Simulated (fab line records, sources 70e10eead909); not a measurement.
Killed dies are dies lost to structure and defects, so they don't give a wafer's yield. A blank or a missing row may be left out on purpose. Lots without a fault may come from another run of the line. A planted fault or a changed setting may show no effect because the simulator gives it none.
fab line records | flow nand_harc
record lots=11 wafers=33 last_day=24
route steps=1159 shown P_GATE@144 END@1159
lots that met no fault: from a run of the same line without faults
start_h: hours from the record's first day to the start of the lot's first wafer shown | wait_h: hours since the lot's step before | " the same as in the row above | L1.1+2: a row that stands for several wafers | - no value, or no start given | * or withheld: withheld | < > ~ a bound
route shown NAME@n: a module of which the file shows steps, and the number in the route of the first | usual: mean/standard deviation of fault-free wafers | same: alike in all rows | chamber/n: place in a boat | sites: the reading at each site | _std_site: their standard deviation | _edge_site: outer sites' mean less inner sites' | radius_mm: how far each site lies from the wafer's centre | mask NAME#n: copy n | behind: the tool/chamber that last shaped the wafer | hold: why the lot was held/for how many hours/how that ended | device: the transistor (n, p or np) that didn't switch | end of line: the same wafers' tests at the end of the route | a step without rows: its recipe alone | killed: dies lost to structure and defects at the first sort, not the wafer's yield | map: a wafer's dies, x killed, . not, _ none there
set.NAME: the setting as run; set.NAME@STEP: as run at that earlier step | model.NAME: the simulator's own value behind a step, which no gauge read
steps of the route over a sample of lots; a table a step, a row a wafer
services: from which hour (start_h, from the record's first day; less than 0 if before it) a tool's chamber was out of use, for how many hours, and why
## steps
# step NHARC_P_GATE_DESCUM_31
# recipe time_s=3 o2_flow_sccm=200 ar_flow_sccm=0 bias_power_w=0 chemistry=O2
# usual drypump_motor_current_A=5.79/0.24 oes_product_au=0.998/0.0082 rf_vpp_V=57.5/0.83 showerhead_plenum_p_Torr=1.90/0.077 throttle_valve_pct=11.312/0.0086
# columns lot.wafer tool chamber start_h wait_h drypump_motor_current_A oes_product_au rf_hours_counter_h rf_vpp_V showerhead_plenum_p_Torr throttle_valve_pct
L363.1 rie_diel-07 2 85.24 0.1 5.84 0.992 4 57.7 1.95 11.318
L363.3 " 0 " " 5.85 0.994 5 56.9 1.84 11.314
L363.5 " 1 " " 5.89 1.009 - 57.7 1.83 11.312
L370.3 rie_diel-07 1 132.36 0.1 5.88 1.008 11 58.0 1.83 11.300
L370.1 " 2 " " 5.83 0.989 10 57.3 1.95 11.326
L370.6 " 0 " " 5.86 0.990 - 55.5 1.84 11.311
L373.2 rie_diel-11 2 150.14 0.1 5.52 1.002 49 55.9 1.77 11.318
L373.3 " 0 " " 5.44 0.994 48 56.7 2.02 11.308
L373.6 " 2 " " 5.50 1.013 - 58.5 1.77 11.313
L374.4 rie_diel-07 0 150.25 0.1 5.84 0.998 16 57.4 1.84 11.313
L374.1 " 1 " " 5.87 1.000 15 56.4 1.83 11.311
L374.3 " 2 " " 5.84 0.990 16 57.9 1.95 11.318
L377.2 rie_diel-11 0 174.69 0.1 5.44 1.006 59 59.0 2.02 11.310
L377.5 " 1 " " 6.41 0.992 - 58.7 1.96 11.302
L377.6 " 2 " " 5.50 1.005 - 56.6 1.77 11.308
L379.2 rie_diel-11 3 184.42 0.1 5.74 1.005 62 59.2 1.82 11.316
L379.4 " 0 " " 5.44 0.986 62 58.0 2.02 11.313
L379.1 " 1 " " 6.40 0.982 60 57.3 1.96 11.317
L381.4 rie_diel-07 1 191.63 0.1 5.88 0.999 20 58.2 1.82 11.316
L381.1 " 2 " " 5.83 0.991 21 58.5 1.95 11.313
L381.2 " 0 " " 5.82 1.001 22 57.3 1.84 11.319
L380.3 rie_diel-07 2 191.78 0.1 5.82 0.987 21 56.7 1.95 11.324
L380.1 " 3 " " 5.57 1.005 22 58.5 1.94 11.334
L380.5 " 3 " " 5.57 0.992 - 58.0 1.94 11.322
L382.2 rie_diel-07 0 199.07 0.1 5.80 1.002 23 58.0 1.84 11.314
L382.1 " 2 " " 5.82 0.999 22 57.8 1.95 11.325
L382.3 " 3 " " 5.56 1.000 23 57.8 1.94 11.298
L384.4 rie_diel-11 1 215.77 0.1 6.39 0.994 9 58.0 1.96 11.299
L384.2 " 2 " " 5.50 1.007 9 58.2 2.07 11.299
L384.5 " 3 " " 5.72 0.998 - 58.5 1.82 11.301
L386.2 rie_diel-11 2 221.10 0.1 5.53 1.015 10 59.0 2.07 11.314
L386.3 " 3 " " 5.72 0.992 9 58.7 1.82 11.306
L386.1 " 0 " " 5.43 1.008 10 58.5 2.02 11.309
# step NHARC_P_GATE_STRIP_108
# recipe o2_flow_sccm=500 ar_flow_sccm=0 bias_w=0 chemistry=O2
# usual drypump_motor_current_A=5.81/0.24 oes_product_au=1.000/0.0075 rf_vpp_V=57.6/0.87 showerhead_plenum_p_Torr=3.49/0.13 throttle_valve_pct=17.035/0.0098
# same bias_w=0
# columns lot.wafer tool chamber start_h wait_h drypump_motor_current_A oes_product_au rf_hours_counter_h rf_vpp_V showerhead_plenum_p_Torr throttle_valve_pct
L363.3 rie_diel-07 3 85.91 - 5.55 0.997 4 56.9 3.59 17.025
L363.1 " 2 " " 5.85 0.999 4 58.1 3.60 17.030
L363.5 " 0 " " 5.85 0.989 - 57.4 3.41 17.037
L370.1 rie_diel-07 1 132.97 - 5.90 1.011 11 56.0 3.38 17.030
L370.3 " 3 " " 5.58 0.998 11 57.8 3.59 17.042
L370.6 " 1 " " 5.90 1.003 - 57.6 3.38 17.053
L374.1 rie_diel-07 3 150.96 - 5.59 1.001 16 57.0 3.59 17.034
L374.4 " 0 " " 5.90 0.999 16 56.7 3.40 17.042
L374.3 " 2 " " 5.86 0.998 16 58.9 3.59 17.032
L373.2 rie_diel-11 3 151.02 - 5.74 1.017 49 58.3 3.38 17.030
L373.3 " 1 " " 6.41 0.993 47 57.1 3.62 17.011
L373.6 " 3 " " 5.75 1.006 - 56.8 3.38 17.038
L377.2 rie_diel-07 3 175.59 - 5.58 1.008 20 57.2 3.58 17.050
L377.6 " 0 " " 5.86 1.002 - 57.1 3.40 17.038
L377.5 " 1 " " 5.88 1.010 - 55.6 3.37 17.036
L379.1 rie_diel-11 3 185.05 - 5.74 1.011 62 59.0 3.37 17.034
L379.2 " 0 " " 5.43 1.003 62 58.9 3.71 17.038
L379.4 " 1 " " 6.38 0.984 60 56.9 3.61 17.026
L381.1 rie_diel-07 0 192.39 - 5.87 0.992 22 58.9 3.40 17.028
L381.2 " 1 " " 5.90 1.012 21 58.2 3.37 17.036
L381.4 " 2 " " 5.86 0.989 21 58.5 3.59 17.047
L380.1 rie_diel-07 2 192.50 - 5.85 1.003 21 57.6 3.59 17.046
L380.3 " 3 " " 5.57 0.999 22 57.2 3.58 17.049
L380.5 " 1 " " 5.86 1.002 - 57.4 3.37 17.049
L382.3 rie_diel-11 1 199.69 - 6.40 0.985 0 58.1 3.61 17.040
L382.1 " 3 " " 5.75 0.985 0 56.0 3.37 17.042
L382.2 " 0 " " 5.46 1.013 0 58.6 3.71 17.030
L384.2 rie_diel-11 1 216.47 - 6.42 0.999 9 57.9 3.60 17.051
L384.4 " 3 " " 5.75 1.004 7 56.7 3.36 17.042
L384.5 " 1 " " 6.41 0.994 - 58.2 3.60 17.048
L386.2 rie_diel-01 3 221.72 - 5.78 1.006 30 59.0 3.51 17.030
L386.1 " 0 " " 6.41 1.001 29 56.6 3.67 17.039
L386.3 " 1 " " 5.94 0.998 31 57.7 3.31 17.026
# step NHARC_P_GATE_ALD_36
# recipe target_thk_a=200 pulse_time_s=60 ald_cycles=223 temp_c=400 material=SiNx
# usual ald_cycles=223/0 heater_power_outer_w=489/51 heater_power_w=803/91 precursor_pulse_height_rel=0.999/0.019
# columns lot.wafer tool chamber start_h wait_h ald_cycles heater_power_outer_w heater_power_w precursor_pulse_height_rel
L363.3 ald_sin-04 3 87.59 - 223 495 863 0.979
L363.1 " 1 89.68 - 223 427 714 0.982
L363.5 " 3 91.77 - 223 496 860 1.007
L370.3 ald_sin-04 3 134.67 - 223 522 860 0.996
L370.1 " 1 136.78 - 223 438 713 0.997
L370.6 " 2 137.84 - 223 513 778 0.995
L374.1 ald_sin-04 1 151.60 - - - - -
L374.4 " 3 153.72 - - - - -
L374.3 " 0 154.78 - - - - -
L373.3 ald_sin-02 2 151.64 - - - - -
L373.2 " 0 154.46 - - - - -
L373.6 " 2 155.87 - - - - -
L377.2 ald_sin-02 0 179.42 - 223 520 833 1.005
L377.5 " 1 180.48 - 223 509 820 0.974
L377.6 " 2 181.54 - 223 559 974 0.983
L379.2 ald_sin-04 3 185.68 - 223 511 879 0.989
L379.4 " 1 187.81 - 223 429 711 0.979
L379.1 " 2 188.87 - 223 503 765 0.990
L381.2 ald_sin-02 3 193.01 - 223 391 648 1.010
L381.1 " 1 195.11 - 223 518 780 0.966
L381.4 " 2 196.16 - 223 567 962 0.984
L380.1 ald_sin-01 3 193.10 - 223 527 823 0.984
L380.3 " 1 195.23 - 223 468 886 1.006
L380.5 " 0 198.43 - 223 449 660 0.998
L382.3 ald_sin-02 2 201.41 - 223 561 982 1.004
L382.1 " 3 202.48 - 223 393 664 1.007
L382.2 " 0 203.55 - 223 511 866 1.025
L384.2 ald_sin-02 1 217.08 - 223 518 800 0.978
L384.4 " 2 218.15 - 223 557 977 1.008
L384.5 " 1 221.34 - 223 507 797 0.964
L386.3 ald_sin-04 3 222.35 - 223 504 870 0.980
L386.1 " 0 223.41 - 223 512 829 1.024
L386.2 " 1 224.47 - 223 398 669 1.039
# step NHARC_P_GATE_DESCUM_61
# recipe time_s=3 o2_flow_sccm=200 ar_flow_sccm=0 bias_power_w=0 chemistry=O2
# usual drypump_motor_current_A=5.79/0.24 oes_product_au=1.000/0.0079 rf_vpp_V=57.8/0.7 showerhead_plenum_p_Torr=1.89/0.078 throttle_valve_pct=11.311/0.01
# columns lot.wafer tool chamber start_h wait_h drypump_motor_current_A oes_product_au rf_hours_counter_h rf_vpp_V showerhead_plenum_p_Torr throttle_valve_pct
L363.3 rie_diel-07 2 98.87 - 5.84 0.977 5 58.1 1.95 11.313
L363.1 " 3 " " 5.54 1.000 6 57.9 1.95 11.299
L363.5 " 0 " " 5.85 0.991 - 58.7 1.84 11.317
L370.3 rie_diel-01 3 146.92 - 5.78 1.006 0 57.7 1.91 11.325
L370.1 " 1 " " 5.93 0.996 0 58.8 1.80 11.297
L370.6 " 2 " " 5.71 1.010 - 57.4 1.85 11.306
L374.4 rie_diel-07 2 163.97 - 5.84 0.986 18 59.3 1.95 11.313
L374.3 " 3 " " 5.56 0.990 19 57.8 1.95 11.318
L374.1 " 1 " " 5.88 1.001 17 58.2 1.82 11.308
L373.2 rie_diel-11 1 166.28 - 6.39 0.988 54 58.2 1.96 11.327
L373.3 " 3 " " 5.73 1.011 55 57.4 1.82 11.315
L373.6 " 1 " " 6.40 0.998 - 58.9 1.96 11.328
L377.2 rie_diel-07 1 188.80 - 5.89 1.005 20 57.1 1.82 11.326
L377.6 " 0 " " 5.84 0.992 - 57.6 1.84 11.310
L377.5 " 1 " " 5.87 1.006 - 58.0 1.82 11.304
L379.4 rie_diel-07 3 198.21 - 5.55 0.987 22 56.7 1.94 11.309
L379.1 " 0 " " 5.84 1.000 23 57.5 1.84 11.319
L379.2 " 1 " " 5.88 0.999 22 57.1 1.82 11.311
L381.4 rie_diel-07 3 205.37 - 5.56 0.994 23 58.1 1.94 11.311
L381.1 " 1 " " 5.86 1.007 22 57.3 1.82 11.334
L381.2 " 2 " " 5.83 0.990 23 58.9 1.95 11.311
L380.1 rie_diel-01 2 205.71 - 5.70 0.993 23 56.6 1.84 11.306
L380.3 " 1 " " 5.95 0.995 22 58.8 1.79 11.301
L380.5 " 3 " " 5.78 1.003 - 58.2 1.90 11.316
L382.3 rie_diel-07 0 212.65 - 5.86 1.006 26 58.4 1.84 11.313
L382.2 " 1 " " 5.85 0.999 24 56.5 1.82 11.296
L382.1 " 2 " " 5.83 0.988 25 57.9 1.95 11.313
L384.4 rie_diel-11 0 230.53 - 5.46 1.009 14 56.8 2.01 11.325
L384.2 " 2 " " 5.51 0.998 14 58.8 2.07 11.310
L384.5 " 0 " " 5.46 1.002 - 57.9 2.01 11.312
L386.2 rie_diel-11 2 234.84 - 5.49 1.006 14 58.9 2.07 11.301
L386.1 " 0 " " 5.45 1.009 15 58.8 2.01 11.318
L386.3 " 1 " " 6.41 0.988 14 59.0 1.96 11.308
# step NHARC_END_SORT_01
# recipe temp_c=25
# usual killed_at_array=28/11 killed_at_other=0.8/1.3 killed_at_periphery=3.6/2.5 killed_dies=32/11 killed_open=3.0/1.8 killed_short=2.0/1.5
# same gross_dies=677
# columns lot.wafer tool chamber start_h wait_h hold killed_at_array killed_at_other killed_at_periphery killed_dies killed_open killed_short
L363.1 prober-01 0 469.61 2.5 - 30 0 0 30 2 1
L363.3 prober-01 0 471.19 3.1 - 21 0 3 24 2 2
L363.5 prober-01 0 472.78 3.7 - 23 0 0 23 3 0
L370.1 prober-01 0 493.05 2.5 - 11 0 4 15 1 1
L370.3 prober-01 0 494.65 3.1 - 7 0 4 11 1 1
L370.6 prober-01 0 497.04 4.0 - 14 0 1 15 2 1
L374.1 prober-01 0 508.69 2.5 await_dispo/2.4h/scrap 38 1 638 677 2 6
L374.3 prober-01 0 510.29 3.1 await_dispo/2.4h/scrap 24 1 652 677 6 0
L374.4 prober-01 0 511.09 3.4 await_dispo/2.4h/scrap 34 0 643 677 2 6
L373.2 prober-02 0 509.32 2.8 await_dispo/2.0h/scrap 33 0 644 677 3 2
L373.3 prober-02 0 510.12 3.1 await_dispo/2.0h/scrap 24 0 653 677 3 2
L373.6 prober-02 0 512.51 4.0 await_dispo/2.0h/scrap 27 0 650 677 2 2
L377.2 prober-02 0 525.03 2.8 - 15 0 4 19 2 1
L377.5 prober-02 0 527.42 3.7 - 32 0 3 35 5 5
L377.6 prober-02 0 528.21 4.0 - 22 1 2 25 3 1
L379.1 prober-01 0 531.18 2.5 - 35 0 2 37 4 4
L379.2 prober-01 0 531.99 2.8 - 31 0 5 36 6 0
L379.4 prober-01 0 533.61 3.4 - 25 0 1 26 3 4
L380.1 prober-02 0 531.97 2.5 - 42 3 3 48 1 1
L380.3 prober-02 0 533.56 3.1 - 30 1 5 36 3 0
L380.5 prober-02 0 535.15 3.7 - 52 1 4 57 8 2
L381.1 prober-02 0 540.03 2.5 - 25 4 8 37 9 1
L381.2 prober-02 0 540.82 2.8 - 20 1 11 32 2 0
L381.4 prober-02 0 542.39 3.4 - 7 4 8 19 2 2
L382.1 prober-02 0 547.74 2.5 - 46 2 6 54 4 5
L382.2 prober-02 0 548.55 2.8 - 38 4 7 49 2 4
L382.3 prober-02 0 549.35 3.1 - 44 4 6 54 5 1
L386.1 prober-02 0 556.21 2.5 - 22 0 3 25 4 3
L386.2 prober-02 0 557.01 2.8 - 33 0 4 37 4 4
L386.3 prober-02 0 557.81 3.1 - 28 0 2 30 2 4
L384.2 prober-02 0 577.86 2.8 - 50 2 2 54 2 2
L384.4 prober-02 0 579.48 3.4 - 47 3 2 52 4 4
L384.5 prober-02 0 580.29 3.7 - 50 0 6 56 5 5
# killed by level:class
L363.1 A_SLIT:chamber_film_flake=16 A_CHANNEL_HOLE_D1:chamber_film_flake=4 A_CHANNEL_FILL_D1:chamber_film_flake=3 A_STAIRCASE:chamber_film_flake=3 A_WL_FILL:geometric_particle:short=1 A_WL_FILL:geometric_particle:open=1 A_BLC:geometric_particle:open=1 A_CONTACT:chamber_film_flake=1
L363.3 A_SLIT:chamber_film_flake=10 A_CONTACT:chamber_film_flake=3 A_CHANNEL_HOLE_D1:chamber_film_flake=2 A_STAIRCASE:chamber_film_flake=2 P_CONTACT:geometric_particle:short=1 P_M1:geometric_particle:open=1 A_SOURCE_PLATE:geometric_particle:short=1 A_WL_FILL:geometric_particle:open=1
L363.5 A_SLIT:chamber_film_flake=9 A_CHANNEL_HOLE_D1:chamber_film_flake=4 A_STAIRCASE:chamber_film_flake=4 A_CONTACT:geometric_particle:open=2 A_CONTACT:chamber_film_flake=2 A_BLC:geometric_particle:open=1 A_CHANNEL_FILL_D1:chamber_film_flake=1
L370.1 A_STAIRCASE:chamber_film_flake=5 P_GATE:chamber_film_flake=3 A_CHANNEL_HOLE_D1:chamber_film_flake=3 A_CHANNEL_FILL_D1:geometric_particle:open=1 A_BLC:geometric_particle:short=1 P_STI:chamber_film_flake=1 A_CONTACT:chamber_film_flake=1
L370.3 A_CONTACT:chamber_film_flake=3 A_CONTACT:geometric_particle:short=1 A_M1:geometric_particle:open=1 P_STI:chamber_film_flake=1 P_GATE:chamber_film_flake=1 P_M2:chamber_film_flake=1 P_BONDPAD:chamber_film_flake=1 A_CHANNEL_HOLE_D1:chamber_film_flake=1
L370.6 A_CHANNEL_HOLE_D1:chamber_film_flake=7 A_CONTACT:chamber_film_flake=2 A_ONON_D1:geometric_particle:open=1 A_CHANNEL_FILL_D1:geometric_particle:short=1 A_SLIT:geometric_particle:open=1 P_GATE:chamber_film_flake=1 A_STAIRCASE:chamber_film_flake=1 A_SLIT:chamber_film_flake=1
L374.1 P_GATE:area_ald=633 A_CHANNEL_HOLE_D1:chamber_film_flake=20 P_M0:chamber_film_flake=4 A_STAIRCASE:chamber_film_flake=3 A_CONTACT:chamber_film_flake=3 A_ONON_D1:geometric_particle:short=2 A_CHANNEL_FILL_D1:geometric_particle:short=2 A_ZERO_WELL:chamber_film_flake=2
L373.2 P_GATE:area_ald=643 A_SLIT:chamber_film_flake=17 A_CHANNEL_HOLE_D1:chamber_film_flake=5 A_WL_FILL:chamber_film_flake=3 A_WL_FILL:geometric_particle:short=2 A_CONTACT:geometric_particle:open=2 A_CONTACT:chamber_film_flake=2 A_CHANNEL_HOLE_D1:geometric_particle:open=1
L373.3 P_GATE:area_ald=650 A_SLIT:chamber_film_flake=16 A_CHANNEL_HOLE_D1:chamber_film_flake=2 A_WL_FILL:chamber_film_flake=2 P_CONTACT:geometric_particle:open=1 P_M0:geometric_particle:open=1 A_CHANNEL_FILL_D1:geometric_particle:short=1 A_STAIRCASE:geometric_particle:short=1
L374.3 P_GATE:area_ald=647 A_CHANNEL_HOLE_D1:chamber_film_flake=8 A_STAIRCASE:chamber_film_flake=6 P_BONDPAD:chamber_film_flake=2 A_ZERO_WELL:chamber_film_flake=2 A_WL_FILL:chamber_film_flake=2 A_CONTACT:chamber_film_flake=2 P_GATE:geometric_particle:open=1
L374.4 P_GATE:area_ald=637 A_CHANNEL_HOLE_D1:chamber_film_flake=17 A_STAIRCASE:chamber_film_flake=6 A_CONTACT:chamber_film_flake=3 A_CHANNEL_HOLE_D1:geometric_particle:short=2 A_CHANNEL_FILL_D1:geometric_particle:short=2 A_WL_FILL:geometric_particle:short=2 P_STI:chamber_film_flake=2
L373.6 P_GATE:area_ald=646 A_SLIT:chamber_film_flake=19 A_STAIRCASE:chamber_film_flake=3 P_M0:geometric_particle:open=2 A_CHANNEL_FILL_D1:geometric_particle:short=1 A_M0:geometric_particle:short=1 P_ZERO_WELL:chamber_film_flake=1 P_BONDPAD:chamber_film_flake=1
L377.2 A_CHANNEL_HOLE_D1:chamber_film_flake=9 A_CONTACT:chamber_film_flake=4 P_CONTACT:geometric_particle:open=1 P_M2:geometric_particle:open=1 A_M0:geometric_particle:short=1 P_ZERO_WELL:chamber_film_flake=1 P_M2:chamber_film_flake=1 A_STAIRCASE:chamber_film_flake=1
L377.5 A_CHANNEL_HOLE_D1:chamber_film_flake=15 A_CONTACT:chamber_film_flake=5 A_CHANNEL_FILL_D1:geometric_particle:short=4 A_STAIRCASE:chamber_film_flake=3 A_M0:geometric_particle:open=2 P_CONTACT:geometric_particle:open=1 P_M0:geometric_particle:open=1 A_CONTACT:geometric_particle:short=1
L377.6 A_CHANNEL_HOLE_D1:chamber_film_flake=10 A_CONTACT:chamber_film_flake=7 A_STAIRCASE:chamber_film_flake=3 P_CONTACT:geometric_particle:open=1 A_CHANNEL_FILL_D1:geometric_particle:open=1 A_M0:geometric_particle:open=1 P_BONDPAD:chamber_film_flake=1 STARTING-WAFER:geometric_particle:short=1
L379.1 A_CHANNEL_HOLE_D1:chamber_film_flake=20 A_STAIRCASE:chamber_film_flake=3 A_CONTACT:geometric_particle:short=2 A_CONTACT:chamber_film_flake=2 A_M1:chamber_film_flake=2 P_GATE:geometric_particle:short=1 P_GATE:geometric_particle:open=1 A_SOURCE_PLATE:geometric_particle:open=1
L380.1 A_SLIT:chamber_film_flake=24 A_CHANNEL_HOLE_D1:chamber_film_flake=11 A_CONTACT:chamber_film_flake=5 P_M2:chamber_film_flake=3 THIN_TSV:chamber_film_flake=3 A_SGD_CUT:geometric_particle:open=1 A_CONTACT:geometric_particle:short=1
L379.2 A_CHANNEL_HOLE_D1:chamber_film_flake=12 A_STAIRCASE:chamber_film_flake=5 A_CONTACT:chamber_film_flake=5 A_WL_FILL:geometric_particle:open=4 P_GATE:chamber_film_flake=2 P_M1:chamber_film_flake=2 A_WL_FILL:chamber_film_flake=2 A_ONON_D1:geometric_particle:open=1
L380.3 A_SLIT:chamber_film_flake=12 A_CHANNEL_HOLE_D1:chamber_film_flake=11 A_CONTACT:chamber_film_flake=4 P_M2:chamber_film_flake=3 P_M0:geometric_particle:open=1 A_WL_FILL:geometric_particle:open=1 A_CONTACT:geometric_particle:open=1 P_GATE:chamber_film_flake=1
L379.4 A_CHANNEL_HOLE_D1:chamber_film_flake=12 A_WL_FILL:geometric_particle:short=2 A_STAIRCASE:chamber_film_flake=2 A_WL_FILL:chamber_film_flake=2 A_CONTACT:chamber_film_flake=2 A_SOURCE_PLATE:geometric_particle:open=1 A_CHANNEL_FILL_D1:geometric_particle:short=1 A_SGD_CUT:geometric_particle:open=1
L380.5 A_CHANNEL_HOLE_D1:chamber_film_flake=26 A_SLIT:chamber_film_flake=13 A_STAIRCASE:chamber_film_flake=4 A_CONTACT:geometric_particle:open=2 A_M1:geometric_particle:open=2 A_CONTACT:chamber_film_flake=2 P_CONTACT:geometric_particle:open=1 P_M0:geometric_particle:open=1
L381.1 A_CHANNEL_HOLE_D1:chamber_film_flake=8 A_STAIRCASE:chamber_film_flake=6 P_M2:chamber_film_flake=5 THIN_TSV:chamber_film_flake=4 A_CONTACT:geometric_particle:open=2 A_BLC:geometric_particle:open=2 A_M0:geometric_particle:open=2 P_ZERO_WELL:chamber_film_flake=2
L381.2 A_CHANNEL_HOLE_D1:chamber_film_flake=10 P_ZERO_WELL:chamber_film_flake=4 P_M2:chamber_film_flake=4 A_CONTACT:chamber_film_flake=3 P_GATE:chamber_film_flake=2 A_CHANNEL_FILL_D1:chamber_film_flake=2 A_WL_FILL:chamber_film_flake=2 A_ONON_D1:geometric_particle:open=1
L381.4 P_M2:chamber_film_flake=5 A_CHANNEL_HOLE_D1:chamber_film_flake=4 THIN_TSV:chamber_film_flake=4 A_ONON_D1:geometric_particle:open=2 P_CONTACT:geometric_particle:short=1 P_M0:geometric_particle:short=1 P_ZERO_WELL:chamber_film_flake=1 A_STAIRCASE:chamber_film_flake=1
L382.1 A_CHANNEL_HOLE_D1:chamber_film_flake=19 A_SLIT:chamber_film_flake=14 P_GATE:chamber_film_flake=3 A_CONTACT:chamber_film_flake=3 P_CONTACT:geometric_particle:short=2 A_CONTACT:geometric_particle:open=2 A_M0:geometric_particle:short=2 A_ZERO_WELL:chamber_film_flake=2
L382.2 A_SLIT:chamber_film_flake=17 A_CHANNEL_HOLE_D1:chamber_film_flake=11 THIN_TSV:chamber_film_flake=4 P_GATE:chamber_film_flake=3 P_M2:chamber_film_flake=3 A_STAIRCASE:chamber_film_flake=3 A_CHANNEL_FILL_D1:geometric_particle:short=2 P_M0:geometric_particle:open=1
L382.3 A_SLIT:chamber_film_flake=20 A_CHANNEL_HOLE_D1:chamber_film_flake=13 P_GATE:chamber_film_flake=4 THIN_TSV:chamber_film_flake=4 A_WL_FILL:chamber_film_flake=3 A_CONTACT:geometric_particle:open=2 A_STAIRCASE:chamber_film_flake=2 A_CONTACT:chamber_film_flake=2
L386.1 A_CHANNEL_HOLE_D1:chamber_film_flake=14 P_M0:geometric_particle:open=1 P_M1:geometric_particle:open=1 A_ONON_D1:geometric_particle:open=1 A_ONON_D1:geometric_particle:short=1 A_CHANNEL_FILL_D1:geometric_particle:short=1 A_CONTACT:geometric_particle:short=1 A_BLC:geometric_particle:open=1
L386.2 A_CHANNEL_HOLE_D1:chamber_film_flake=21 A_CONTACT:chamber_film_flake=4 A_STAIRCASE:chamber_film_flake=3 P_M0:geometric_particle:open=2 A_WL_FILL:geometric_particle:short=2 P_GATE:geometric_particle:open=1 P_M2:geometric_particle:short=1 A_ONON_D1:geometric_particle:short=1
L386.3 A_CHANNEL_HOLE_D1:chamber_film_flake=15 A_STAIRCASE:chamber_film_flake=4 A_CONTACT:chamber_film_flake=3 A_WL_FILL:geometric_particle:short=2 P_M2:geometric_particle:short=1 A_CHANNEL_HOLE_D1:geometric_particle:short=1 A_CONTACT:geometric_particle:open=1 A_BLC:geometric_particle:open=1
L384.2 A_SLIT:chamber_film_flake=20 A_CHANNEL_HOLE_D1:chamber_film_flake=12 A_WL_FILL:chamber_film_flake=5 A_STAIRCASE:chamber_film_flake=4 A_CONTACT:chamber_film_flake=4 A_CHANNEL_HOLE_D1:geometric_particle:short=1 A_CHANNEL_FILL_D1:geometric_particle:short=1 A_SLIT:geometric_particle:open=1
L384.4 A_CHANNEL_HOLE_D1:chamber_film_flake=15 A_SLIT:chamber_film_flake=15 A_STAIRCASE:chamber_film_flake=4 A_WL_FILL:chamber_film_flake=3 A_CONTACT:chamber_film_flake=3 HYBRID_BOND:chamber_film_flake=2 A_M0:chamber_film_flake=2 P_GATE:geometric_particle:short=1
L384.5 A_SLIT:chamber_film_flake=19 A_CHANNEL_HOLE_D1:chamber_film_flake=16 A_CONTACT:chamber_film_flake=4 A_STAIRCASE:chamber_film_flake=3 P_GATE:geometric_particle:open=2 P_M0:geometric_particle:open=2 A_CHANNEL_FILL_D1:geometric_particle:short=2 P_GATE:geometric_particle:short=1
## services
# columns tool chamber start_h hours kind
rie_diel-07 0 84.70 - clean
rie_diel-07 1 84.70 - clean
rie_diel-07 2 84.70 - clean
rie_diel-07 3 84.70 - clean
rie_diel-11 1 101.57 2.8 repair
rie_diel-01 2 103.92 1.3 repair
ald_sin-02 3 108.88 8.5 repair
rie_diel-07 0 109.26 - clean
rie_diel-07 1 109.26 - clean
rie_diel-07 2 109.26 - clean
rie_diel-07 3 109.26 - clean
ald_sin-01 1 125.92 4.0 repair
rie_diel-01 1 126.44 1.3 repair
rie_diel-07 1 137.77 4.4 repair
rie_diel-01 - 137.83 9.0 pm
rie_diel-07 2 172.16 5.7 repair
rie_diel-11 2 176.26 7.8 repair
rie_diel-01 0 178.42 4.6 repair
rie_diel-11 - 189.50 9.0 pm
rie_diel-01 0 200.03 4.9 repair
ald_sin-01 - 206.32 18.6 repair
rie_diel-07 - 228.20 9.0 pm
rie_diel-01 3 229.49 2.7 repair
ald_sin-02 - 234.52 10.0 pm
## key
first_sign step=NHARC_P_GATE_ALD_36 reading=tool_record direction=missing
effect step=NHARC_END_SORT_01 reading=killed_at_periphery direction=up sigmas=99+ usual=3.6 struck=646.7
more_kills_born_at NHARC_P_GATE_ALD_36@ald_sin-02=1939 NHARC_P_GATE_ALD_36@ald_sin-04=1917
met_at NHARC_P_GATE_ALD_36
struck_lots L373,L374
later_rows_left_out L373.2,L373.3,L373.6,L374.1,L374.3,L374.4
tester_left_out L373,L374
not_acting_at NHARC_P_GATE_DESCUM_31,NHARC_P_GATE_STRIP_108,NHARC_P_GATE_DESCUM_61
onset_between 134.67 151.60
fault kind=skipped_step_whole tool=ald_sin-02,ald_sin-04 chamber=- onset_h=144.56 steps=NHARC_P_GATE_ALD_36 scope=struck_lots_only
# tester_left_out: of these lots the tester's yield and bins aren't shown, on N5 and GAA mostly nor the transistor test; their killed dies are dies lost to structure and defects alone, not to doping, threshold or leakage, so they don't give the yield
# later_rows_left_out: the simulator's readings of these wafers behind a module that went badly wrong aren't trusted and aren't shown, but for the sort
